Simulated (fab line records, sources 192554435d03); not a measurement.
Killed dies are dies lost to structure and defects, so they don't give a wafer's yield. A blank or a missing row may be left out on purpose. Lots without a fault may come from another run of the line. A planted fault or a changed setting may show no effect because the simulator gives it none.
A struck lot beside a sound one | flow n5_finfet | 39 steps out of a route of 1938
Sound: wafers L601.2, L601.6. Struck: wafer L611.2. (L611.6 of the same lot was not struck and is left out.) The cause comes at the end.
At each step with rows: each side's tool, then ch and its chambers, then its first start. Under that, the readings that differ: sound wafers | struck wafers | difference of the means | sigmas: that difference in standard deviations of wafers without a fault.
alike: readings whose means differ by less than 2 such deviations, and words and numbers that are the same on both sides. not compared: withheld readings, readings that some wafer has no value for, bounds like >300 that may hide the same value, and numbers for which the record gives no deviation and whose values overlap.
The two part at a step that has a row with sigmas, a row that says differs or no value, or rows on one side only. Numbers that don't overlap but have no deviation are shown without sigmas and don't part them. A reading that every wafer of one side lacks parts them only if that side has two wafers or more.

first, 10 steps without rows for these wafers: N5_FIN_CUT_STRIP_22 (strips in N2/H2); N5_FIN_CUT_PRECLEAN_36 (cleans in O3/DIW, time 60 s); N5_FIN_CUT_SRD_32 (time 30 s); N5_FIN_CUT_UV_OZONE_34 (time 120 s); N5_STI_FIN_REVEAL_ALD_00 (deposits SiO2, target thk 1 nm, pulse time 1 s); N5_STI_FIN_REVEAL_ALD_14 (deposits Si3N4, target thk 3 nm); N5_STI_FIN_REVEAL_FCVD_FILL_01 (material SiO2 flowable, target thk 312 nm, time 512.2 s); N5_STI_FIN_REVEAL_DENSIFY_02 (time 1800 s); N5_STI_FIN_REVEAL_CMP_04 (polishes, stops on Si3N4, t overpolish 4 s, target thk 131.83 nm); N5_STI_FIN_REVEAL_DENSIFY_30.
N5_STI_FIN_REVEAL_ETCHBACK_08: etches SiO2 in C4F6/O2, target depth 30.5 nm, time 10.167 s.
  sound on rie_diel-05 ch 1, day 3 12:35; struck on rie_diel-05 ch 2, day 6 00:09
  reading                | sound       | struck | difference | sigmas
  throttle_valve_pct (%) | 21.42 21.41 | 20.90  | -0.52      | -2
  alike: drypump_motor_current_A, oes_product_au, rf_vpp_V, showerhead_plenum_p_Torr
  not compared: rf_hours_counter_h
then, 16 steps without rows for these wafers: N5_STI_FIN_REVEAL_STRIP_24 (strips in N2/H2, time 90 s); N5_STI_FIN_REVEAL_PRECLEAN_25 (cleans in SPM, time 90 s); N5_STI_FIN_REVEAL_PRECLEAN_26 (cleans in SC1, time 45 s); N5_STI_FIN_REVEAL_PRECLEAN_29 (cleans in DHF, time 30 s); N5_STI_FIN_REVEAL_SRD_12 (time 30 s); N5_STI_FIN_REVEAL_RECESS_09 (chemistry HF/NH3, target SiO2, afs cycles 11, target depth 42.5 nm, sublimation time 60 s); N5_STI_FIN_REVEAL_STRIP_16 (strips SiNx in H3PO4, target depth 23.8 nm); N5_STI_FIN_REVEAL_PRECLEAN_17 (cleans in NF3:NH3, afs cycles 1, time 20 s, sublimation time 60 s); N5_STI_FIN_REVEAL_ETCH_34 (etches Si in H2, material Si, target depth 0.97 nm); N5_STI_FIN_REVEAL_OXIDATION_31 (chemistry O2 PLASMA REMOTE, time 20 s); N5_STI_FIN_REVEAL_PRECLEAN_32 (cleans in NF3:NH3, afs cycles 1, time 20 s, sublimation time 60 s); N5_STI_FIN_REVEAL_STRIP_35 (strips Si3N4 in H3PO4, target depth 4 nm, time 39 s); N5_STI_FIN_REVEAL_SRD_21 (time 30 s); N5_STI_FIN_REVEAL_OXIDATION_33 (chemistry O2 PLASMA REMOTE, time 20 s); N5_STI_FIN_REVEAL_CLEAN_19 (cleans in O3/DIW, time 120 s); N5_STI_FIN_REVEAL_SRD_23 (time 30 s).
N5_STI_FIN_REVEAL_FIN_H_MEAS_10:
  sound on ocd-01, day 3 15:32; struck on ocd-01, day 6 03:06
  reading              | sound     | struck | difference | sigmas
  trench_depth_nm (nm) | 50.7 51.3 | 45.4   | -5.6       | -6
then, 9 steps without rows for these wafers: N5_STI_FIN_REVEAL_PRECLEAN_18 (cleans in SC2, time 45 s); N5_STI_FIN_REVEAL_SRD_28 (time 30 s); N5_DUMMY_GATE_PRECLEAN_00 (cleans in O3/DIW, time 60 s); N5_DUMMY_GATE_SRD_01 (time 30 s); N5_DUMMY_GATE_ALD_02 (deposits SiO2, target thk 2 nm, pulse time 1 s); N5_DUMMY_GATE_CVD_03 (deposits a-Si from SiH4, target thk 150 nm, time 8042 s); N5_DUMMY_GATE_PRECLEAN_46 (cleans in DIW, time 89.5 s); N5_DUMMY_GATE_SRD_47 (dry time 32 s); N5_DUMMY_GATE_CMP_04 (polishes a-Si).
-- the record jumps here: 7 days lie between the struck wafers' starts before and after (it left off in module DUMMY_GATE and takes up again in module BEOL_M4, whose first step shown is number 1111 of the route) --
N5_BEOL_M4_RC_MEAS_101:
  sound on prober-02 ch 0, day 9 19:23; struck on prober-01 ch 0, day 12 18:18
  reading            | sound       | struck | difference | sigmas
  DIBL_N (mV/V)      | 36.3 39.0   | 54.3   | +16.6      | +9
  DIBL_P (mV/V)      | 36.5 39.5   | 42.9   | +4.9       | +2
  IOFF_N (nA/um)     | 0.146 0.190 | 1.941  | +1.773     | +61
  IOFF_N_85C (nA/um) | 2.9 3.6     | 25.7   | +22.4      | +46
  IOFF_N_LIN (nA/um) | 0.070 0.087 | 0.120  | +0.041     | +4
  IOFF_P (nA/um)     | 0.19 0.24   | 0.76   | +0.55      | +16
  IOFF_P_85C (nA/um) | 3.3 4.0     | 10.8   | +7.2       | +14
  IOFF_P_LIN (nA/um) | 0.089 0.103 | 0.134  | +0.038     | +3
  ION_N (uA/um)      | 672 672     | 604    | -68        | -5
  ION_P (uA/um)      | 460 463     | 413    | -48        | -5
  REXT_N (ohm.um)    | 74.2 74.1   | 84.4   | +10.2      | +6
  SS_N (mV/dec)      | 71.4 71.8   | 98.2   | +26.6      | +40
  SS_P (mV/dec)      | 73.6 74.7   | 82.9   | +8.8       | +12
  alike: REXT_P, VT_N, VT_P
-- the record jumps here: 5 days lie between the struck wafers' starts before and after (it left off in module BEOL_M4 and takes up again in module PASSIVATION, whose first step shown is number 1936 of the route) --
N5_PASSIVATION_PROBE_49:
  sound on prober-02, day 14 07:20; struck on prober-01, day 17 13:59
  reading                | sound     | struck | difference | sigmas
  sort_bin_4_leakage (%) | 0 0       | 91.69  | +91.69     | +99 or more
  sort_n_pass            | 1073 1073 | 0      | -1073      | -67
  sort_yield_pct (%)     | 90.9 90.9 | 0      | -91        | -70
  alike: defect_limited_yield, killed_at_M0_to_M3, killed_at_M4_up, killed_at_contacts, killed_at_front_end, killed_at_other, killed_dies, killed_open, killed_short, sort_bin_5_function, sort_bin_6_memory

WHERE THEY PART
First at N5_STI_FIN_REVEAL_ETCHBACK_08; last, within this record, at N5_PASSIVATION_PROBE_49.

WHY: what the simulator had put in
Process parameter drift: rie_diel-05, from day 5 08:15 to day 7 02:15, at N5_STI_FIN_REVEAL_ETCHBACK_08. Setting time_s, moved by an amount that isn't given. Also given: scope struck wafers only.
